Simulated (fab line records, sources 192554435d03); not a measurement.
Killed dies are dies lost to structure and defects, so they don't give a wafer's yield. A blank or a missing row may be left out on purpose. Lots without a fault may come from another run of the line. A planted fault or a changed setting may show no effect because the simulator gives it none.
One fault seen from 2 desks | flow n5_finfet | each desk has only its own numbers; what lay behind them comes last

THE METROLOGY DESK
What the gauges read, lot by lot, whatever tool the lot ran on: means of the sampled wafers that have a number. A lot is out of limits, marked OUT, if its mean lies more than 4 standard deviations from the usual mean; the brackets give that distance.
Columns: A = VG_OVL at N5_MOL_CONTACT_COAG_OVL_MEAS_85, usual -0.2 nm
lot  | first seen here | A
L357 | day 5 09:08     | -0.1
L360 | day 6 08:22     | 0.4
L364 | day 6 23:37     | -0.8
L367 | day 7 22:56     | -0.4
L370 | day 8 16:17     | 1.0
L371 | day 9 01:35     | 0.2
L374 | day 9 13:04     | -0.6
L375 | day 9 22:37     | 0.5
L376 | day 10 00:27    | -0.2
L378 | day 10 14:28    | -0.5
L379 | day 11 02:20    | 0.4
This desk's finding: nothing out of limits on any of the 11 lots.

THE TOOL OWNER'S DESK: rie_diel-02
The tool's own readings at N5_MOL_CONTACT_COAG_ETCH_89 (etches underlayer in N2/H2, target depth 13 nm, time 10.4 s): means of the sampled wafers that have a number, for each lot that ran on this tool. A lot is out of limits, marked OUT, if its mean lies more than 4 standard deviations from the usual mean; the brackets give that distance.
Columns: A = drypump_motor_current_A at N5_MOL_CONTACT_COAG_ETCH_89, usual 5.6 A; B = etch_rf_on_time_s at N5_MOL_CONTACT_COAG_ETCH_89, usual 10.37 s; C = n2_flow_sccm at N5_MOL_CONTACT_COAG_ETCH_89, usual 200.0 sccm; D = oes_product_au at N5_MOL_CONTACT_COAG_ETCH_89, usual 0.68 a.u.; E = rf_vpp_V at N5_MOL_CONTACT_COAG_ETCH_89, usual 523.8 V; F = showerhead_plenum_p_Torr at N5_MOL_CONTACT_COAG_ETCH_89, usual 2.54 Torr; G = throttle_valve_pct at N5_MOL_CONTACT_COAG_ETCH_89, usual 17.97 %
lot  | first seen here | A   | B               | C     | D    | E     | F    | G
L357 | day 5 09:38     | 5.8 | 10.45           | 200.1 | 0.67 | 523.3 | 2.49 | 17.76
L360 | day 6 08:40     | 5.2 | 10.47           | 199.6 | 0.65 | 525.4 | 2.59 | 18.02
L374 | day 9 13:11     | 5.5 | 12.76 (+11) OUT | 199.9 | 0.58 | 523.9 | 2.54 | 18.02
L376 | day 10 00:35    | 5.6 | 12.78 (+11) OUT | 199.5 | 0.57 | 522.5 | 2.49 | 18.17
This desk's finding: out of limits on L374, L376; first on L374, day 9 13:11 (etch_rf_on_time_s at N5_MOL_CONTACT_COAG_ETCH_89). In limits: L357, L360.

PUT TOGETHER
The tool owner's desk could have raised an alarm at day 9 13:11, on L374, L376.
The metrology desk saw nothing out of limits.
The metrology desk has L374, L376 on record, within its limits.
Of the lots named, all ran N5_MOL_CONTACT_COAG_ETCH_89 on rie_diel-02.

WHAT THE SIMULATOR HAD PUT IN
Process parameter drift: rie_diel-02, from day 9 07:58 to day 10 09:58, at N5_MOL_CONTACT_COAG_ETCH_89. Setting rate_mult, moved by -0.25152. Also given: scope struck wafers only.
Lots struck among those shown: L374, L376.
Hours from the fault's start to each desk's first reading out of limits: the tool owner's desk, 5.
